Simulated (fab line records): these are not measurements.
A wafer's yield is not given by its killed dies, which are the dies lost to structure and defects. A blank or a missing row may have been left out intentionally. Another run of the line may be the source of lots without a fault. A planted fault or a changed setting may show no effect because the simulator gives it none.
Matching of chambers + flow n5Finfet + N5_BEOL_M2_ETCH_63 on rieDiel-03 has 4 sister chambers
The step etches SiARC in CF4, target depth 15.6 nm, time 26 s. 8 wafers are shown with their chamber, then 7 later ones without.

WAFERS WITH THEIR CHAMBER
| wafer  | chamber | showerheadPlenumPTorr (Torr) | throttleValvePct (%) |
|--------|---------|------------------------------|----------------------|
| L077.1 | 2       | 2.06                         | 15.64                |
| L078.1 | 1       | 2.27                         | 15.17                |
| L079.1 | 3       | 2.25                         | 15.46                |
| L088.2 | 2       | 2.05                         | 15.69                |
| L088.3 | 3       | 2.25                         | 15.51                |
| L088.5 | 0       | 2.06                         | 15.65                |
| L089.1 | 1       | 2.26                         | 15.21                |
| L089.3 | 0       | 2.06                         | 15.64                |

WAFERS WHOSE CHAMBER IS MISSING
| wafer  | showerheadPlenumPTorr (Torr) | throttleValvePct (%) |
|--------|------------------------------|----------------------|
| L089.4 | 2.05                         | 15.70                |
| L093.2 | 2.24                         | 15.51                |
| L093.3 | 2.26                         | 15.23                |
| L093.5 | 2.26                         | 15.23                |
| L097.1 | 2.06                         | 15.68                |
| L097.3 | 2.26                         | 15.25                |
| L097.5 | 2.05                         | 15.71                |

THE CHAMBER EACH PASSED THROUGH
| wafer  | from the rows above     | in truth |
|--------|-------------------------|----------|
| L089.4 | can't be placed: 2 or 0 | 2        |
| L093.2 | 3                       | 3        |
| L093.3 | 1                       | 1        |
| L093.5 | 1                       | 1        |
| L097.1 | can't be placed: 2 or 0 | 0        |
| L097.3 | 1                       | 1        |
| L097.5 | can't be placed: 2 or 0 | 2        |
4 of 7 placed correctly. These rows do not allow placing 3 (true chamber among the candidates in 3). 0 placed wrongly.
How it was worked out, from the rows above alone: a wafer's distance from a chamber is the root of the sum, over the readings, of the square of ((its reading less the chamber's mean) divided by the reading's scatter). If the next closest chamber is less than 2 further off than the closest, the wafer can't be placed; otherwise it belongs to the closest. A chamber's mean is the mean of its shown wafers. The scatter: take each reading less its chamber's mean, square it, sum over the shown wafers, divide by the number of wafers less the number of chambers, and take the root.
